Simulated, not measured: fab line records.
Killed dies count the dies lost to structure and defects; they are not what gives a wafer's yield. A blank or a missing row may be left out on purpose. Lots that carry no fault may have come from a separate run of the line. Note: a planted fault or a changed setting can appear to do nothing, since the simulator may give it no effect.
Which tool did it?    flow n5_finfet    9 lots with 27 wafers sampled at 5 steps, on a route of 1938 steps

WHAT EACH GAUGE READ, for each wafer
N5_BEOL_M0_OCD_MEAS_108.
lot   measured      on      trench_depth_nm (nm)
L793  day 5 23:41   ocd-02  32.4 33.6 32.3
L794  day 6 01:47   ocd-01  33.5 33.1 31.6
L802  day 8 04:39   ocd-01  32.6 34.0 31.4
L803  day 8 15:30   ocd-02  31.7 33.1 32.8
L804  day 8 22:11   ocd-01  31.5 33.6 33.6
L808  day 9 19:08   ocd-02  33.0 32.2 33.8
L809  day 9 22:29   ocd-02  33.5 32.9 31.8
L813  day 10 18:52  ocd-02  33.3 33.6 32.7
L815  day 11 06:12  ocd-02  34.4 33.0 32.1

N5_BEOL_M4_RC_MEAS_101.
lot   measured      on         DIBL_N (mV/V)   DIBL_P (mV/V)   IOFF_N (nA/um)     IOFF_P (nA/um)  ION_N (uA/um)  ION_P (uA/um)  SS_N (mV/dec)   SS_P (mV/dec)   VT_N (mV)    VT_P (mV)
L793  day 7 21:32   prober-01  35.2 33.2 33.7  35.4 33.1 34.3  0.146 0.118 0.132  0.20 0.16 0.19  668 661 667    470 461 458    71.2 70.4 71.0  73.2 73.0 72.7  252 254 252  -250 -253 -250
L794  day 8 05:31   prober-01  33.3 35.7 35.2  32.2 35.4 34.4  0.102 0.135 0.136  0.17 0.20 0.20  653 654 666    460 456 459    70.6 72.1 71.4  72.2 73.7 72.7  256 254 254  -253 -251 -249
L802  day 10 00:16  prober-02  37.0 36.4 36.6  36.3 35.2 36.0  0.172 0.160 0.163  0.20 0.18 0.19  684 684 682    466 468 461    72.0 71.0 71.5  73.8 73.5 73.7  248 248 251  -253 -253 -253
L803  day 10 11:10  prober-02  32.3 34.6 34.7  32.4 35.4 35.3  0.112 0.156 0.142  0.19 0.23 0.22  658 682 660    462 467 459    70.2 71.0 71.6  72.7 73.5 73.2  254 250 252  -249 -247 -247
L804  day 10 20:08  prober-01  39.2 32.8 35.6  38.8 30.8 34.7  0.220 0.107 0.146  0.28 0.16 0.21  699 658 670    477 465 463    72.1 70.5 71.4  74.7 72.3 73.2  243 254 252  -247 -252 -252
L808  day 11 14:01  prober-02  38.0 36.2 33.9  39.2 36.7 34.5  0.202 0.174 0.133  0.22 0.19 0.16  691 681 667    464 458 457    72.0 71.3 70.4  74.4 73.9 73.4  245 248 251  -251 -252 -256
L809  day 11 23:07  prober-02  38.2 37.0 34.4  39.8 38.4 35.9  0.180 0.150 0.121  0.26 0.23 0.20  676 660 663    466 456 460    71.8 71.2 70.9  73.4 73.9 72.9  248 251 253  -246 -247 -250
L813  day 13 12:47  prober-01  38.1 37.2 38.8  38.5 36.4 38.3  0.208 0.179 0.202  0.24 0.20 0.25  692 673 686    468 455 466    71.7 71.9 72.1  73.9 73.5 74.6  247 249 246  -249 -254 -250
L815  day 13 10:40  prober-01  35.1 36.1 35.9  35.2 36.0 36.8  0.132 0.156 0.150  0.16 0.18 0.19  676 674 680    463 461 462    70.9 71.5 71.0  72.4 73.2 72.9  251 250 251  -254 -256 -253

WHAT TOOL EACH LOT RAN ON (gives the tool, then ch and the chambers of the sampled wafers, and finally the start)
lot   N5_BEOL_M0_ETCH_128                 N5_BEOL_M0_STRIP_142                N5_BEOL_M0_SURFACE_TREAT_137
L793  rie_diel-03 ch 0,1, day 5 23:32     rie_diel-03 ch 0,1, day 5 23:36     pvd_sputter-01, day 6 01:49
L794  rie_diel-01 ch 0,1,3, day 6 01:38   rie_diel-01 ch 0,1,3, day 6 01:42   pvd_sputter-02, day 6 02:46
L802  rie_diel-03 ch 1,2,3, day 8 04:30   rie_diel-03 ch 1,2,3, day 8 04:34   pvd_sputter-02, day 8 06:28
L803  rie_diel-06 ch 0,2,3, day 8 15:20   rie_diel-06 ch 0,2,3, day 8 15:25   pvd_sputter-02, day 8 16:27
L804  rie_diel-06 ch 0,1,3, day 8 22:02   rie_diel-06 ch 0,1,3, day 8 22:06   pvd_sputter-02, day 9 01:07
L808  rie_diel-06 ch 0,2,3, day 9 18:59   rie_diel-06 ch 0,2,3, day 9 19:03   pvd_sputter-03, day 9 20:08
L809  rie_diel-03 ch 0,1,2, day 9 22:20   rie_diel-03 ch 0,1,2, day 9 22:24   pvd_sputter-01, day 9 23:32
L813  rie_diel-06 ch 1,2,3, day 10 18:44  rie_diel-06 ch 1,2,3, day 10 18:47  pvd_sputter-01, day 10 19:49
L815  rie_diel-03 ch 1,2,3, day 11 06:03  rie_diel-03 ch 1,2,3, day 11 06:07  pvd_sputter-01, day 11 06:59
- N5_BEOL_M0_ETCH_128: etches SiCN in CF4/N2, target depth 12 nm, overetch 5.1 nm, time 21.4 s.
- N5_BEOL_M0_STRIP_142: strips in N2/H2, time 10 s.
- N5_BEOL_M0_SURFACE_TREAT_137

AS READ BY THE TOOLS THEMSELVES (means over the sampled wafers that have a number; for cases with no such wafer, the mark the record gives instead)
N5_BEOL_M0_ETCH_128.
lot   tool         cf4_flow_sccm (sccm)  drypump_motor_current_A (A)  oes_product_au (a.u.)  rf_vpp_V (V)  showerhead_plenum_p_Torr (Torr)  throttle_valve_pct (%)
L793  rie_diel-03  59.82                 5.9                          0.52                   383.2         2.23                             15.72
L794  rie_diel-01  60.02                 6.2                          0.53                   383.3         2.23                             15.43
L802  rie_diel-03  60.00                 5.7                          0.63                   382.0         2.19                             15.23
L803  rie_diel-06  59.86                 5.5                          0.51                   383.5         2.26                             15.69
L804  rie_diel-06  60.03                 5.6                          0.56                   384.4         2.28                             15.50
L808  rie_diel-06  59.96                 5.5                          0.57                   383.3         2.25                             15.53
L809  rie_diel-03  59.88                 5.7                          0.60                   383.0         2.21                             15.41
L813  rie_diel-06  59.77                 5.7                          0.57                   384.1         2.26                             15.44
L815  rie_diel-03  60.01                 5.7                          0.60                   380.5         2.18                             15.28

N5_BEOL_M0_STRIP_142.
lot   tool         bias_power_w (W)  chamber_pressure_mTorr (mTorr)  drypump_motor_current_A (A)  oes_product_au (a.u.)  rf_vpp_V (V)  showerhead_plenum_p_Torr (Torr)  throttle_valve_pct (%)
L793  rie_diel-03  7.015             19.992                          5.9                          0.75                   58.6          2.56                             23.9
L794  rie_diel-01  7.013             19.991                          6.2                          0.77                   58.4          2.57                             23.6
L802  rie_diel-03  -                 -                               -                            -                      -             -                                -
L803  rie_diel-06  -                 -                               -                            -                      -             -                                -
L804  rie_diel-06  -                 -                               -                            -                      -             -                                -
L808  rie_diel-06  6.983             20.000                          5.5                          0.84                   59.1          2.60                             24.0
L809  rie_diel-03  6.991             19.994                          5.7                          0.88                   58.9          2.55                             23.7
L813  rie_diel-06  6.991             20.000                          5.8                          0.85                   59.1          2.61                             23.8
L815  rie_diel-03  7.017             19.994                          5.7                          0.85                   58.6          2.51                             23.6

THE ANSWER, worked out from the rows above alone
Rule: usual is defined by the lots themselves. Put in order of their means at a reading, lots are off if they are a third of the lots or fewer, leave a main group of 4 or more, and stand apart from it by a gap of 3 or more times the standard deviation of the main group's means; of several such gaps the widest counts. A main group is skipped when, at the precision printed for the reading in the tables above, its means are all equal. Also off: a lot with no number at a reading for which 4 or more lots have one. The other lots that the step has rows for count as sound. After the gauges, taken in route order, come the tools' own readings; for these a lot's mean is taken, as printed above. At the first step where some lot is off, the reading lying furthest off is the one used; lots without a number count as furthest.
Off: L802, L803, L804, at N5_BEOL_M0_STRIP_142 (bias_power_w). Without a number there: L802, L803, L804. The main group: mean 7.002 W, standard deviation 0.014.
If a tool, at that step or one of the process steps before it, ran each lot that is off and ran no sound lot following the first of them, it fits. None of those tried fits.

WHAT THE SIMULATOR PUT IN
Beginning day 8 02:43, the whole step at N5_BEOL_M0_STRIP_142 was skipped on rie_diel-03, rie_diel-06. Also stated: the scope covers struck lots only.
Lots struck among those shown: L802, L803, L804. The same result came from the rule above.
